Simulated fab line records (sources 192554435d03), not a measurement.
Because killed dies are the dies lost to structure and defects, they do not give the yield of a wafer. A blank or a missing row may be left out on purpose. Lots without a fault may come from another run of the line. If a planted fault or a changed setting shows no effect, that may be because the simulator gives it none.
Split-lot study	flow n5-finfet	7 lots, 21 wafers read, on a route of 1938 steps

THE SPLIT
At N5_BEOL_M10_PEB_26 (peb time 60 s), the setting peb-time-s was moved away from the recipe's 60 s on 4 of the 21 wafers read, by -16.9% to +20.4%. This setting was run at the recipe's value on the other wafers.

FROM THE SPLIT TO THE READING: what the file shows between them, 1 step
- N5_BEOL_M10_DEVELOP_27: develop time 30 s

THE READING
Shown in nm: cd-nm at N5_BEOL_M10_CD_MEAS_28, with target cd 70 nm. Typical for fault-free wafers on this fab line: 69.2 nm, with standard deviation 1.1 nm.

wafer	tool, chamber at the split	peb-time-s as run, s	against the recipe	cd-nm, nm	against lot-mates on the recipe
L075.1	litho-track-01, 0	60	recipe	68.3	-
L075.3	litho-track-01, 0	60	recipe	70.5	-
L075.6	litho-track-01, 0	60	recipe	70.7	-
L076.4	litho-track-03, 0	72.27	+20.4%	77.2	+8.2
L076.5	litho-track-03, 0	60	recipe	69.3	-
L076.6	litho-track-03, 0	60	recipe	68.7	-
L078.2	litho-track-03, 0	60	recipe	66.8	-
L078.3	litho-track-03, 0	60	recipe	68.8	-
L078.5	litho-track-03, 0	71.78	+19.6%	75.9	+8.1
L082.1	litho-track-03, 0	60	recipe	68.7	-
L082.3	litho-track-03, 0	60	recipe	69.0	-
L082.4	litho-track-03, 0	60	recipe	70.5	-
L083.2	litho-track-01, 0	60	recipe	71.6	-
L083.4	litho-track-01, 0	60	recipe	71.2	-
L083.6	litho-track-01, 0	60	recipe	71.1	-
L087.3	litho-track-05, 0	49.85	-16.9%	61.8	-8.7
L087.5	litho-track-05, 0	60	recipe	70.5	-
L087.6	litho-track-05, 0	49.85	-16.9%	60.5	-10.0
L089.2	litho-track-05, 0	60	recipe	69.6	-
L089.3	litho-track-05, 0	60	recipe	70.6	-
L089.6	litho-track-05, 0	60	recipe	69.2	-

FIT RESULTS
A straight line over all 21 wafers: cd-nm changes by +0.411 nm for each +1% of peb-time-s; r = +0.93; the points scatter about the line by 1.3 nm.
The same after taking each lot's own level away (the mean of its wafers on the recipe; 21 wafers): +0.468 nm for each +1%; r = +0.98; scatter 0.9 nm.
On that fit, the largest move of peb-time-s shifts the reading by 9.6 nm.
Measured against the standard deviation above, the lots' own levels, which go from 67.80 to 71.30 nm, span 3.2 times it.
Thus the slope moves with the lot-to-lot level: the two fits are different.
Check: with one of the wafers moved furthest among these (+20.4%) left out of the fit, the line predicts +9.92 nm for it against its lot-mates. Against them it came out at +8.2 nm.

OTHER SPLITS ON THESE WAFERS
These wafers also went through other splits before the reading. Each is held against what the fit with the lots' levels taken away leaves over:
other split on the same wafers	wafers away from the commonest value	r with cd-nm (lot level and that fit taken away)
N5_BEOL_M5_ILD_DEP_00 time-s	7	-0.31
N5_BEOL_M5_ETCH_41 source-w	5	-0.26
N5_BEOL_M6_ETCH_66 source-w	10	-0.33
N5_BEOL_M6_TRENCH_ETCH_37 source-w	4	+0.08
N5_BEOL_M7_DESCUM_33 time-s	7	-0.21
N5_BEOL_M8_VIA_ETCH_34 bias-w	7	+0.15
N5_BEOL_M8_TRENCH_ETCH_37 bias-w	5	+0.26
N5_BEOL_M10_ETCH_62 time-s	8	-0.26

THE FILE'S OWN FIT
cd-nm changes by +0.445 nm for each +1% of peb-time-s, r = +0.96.
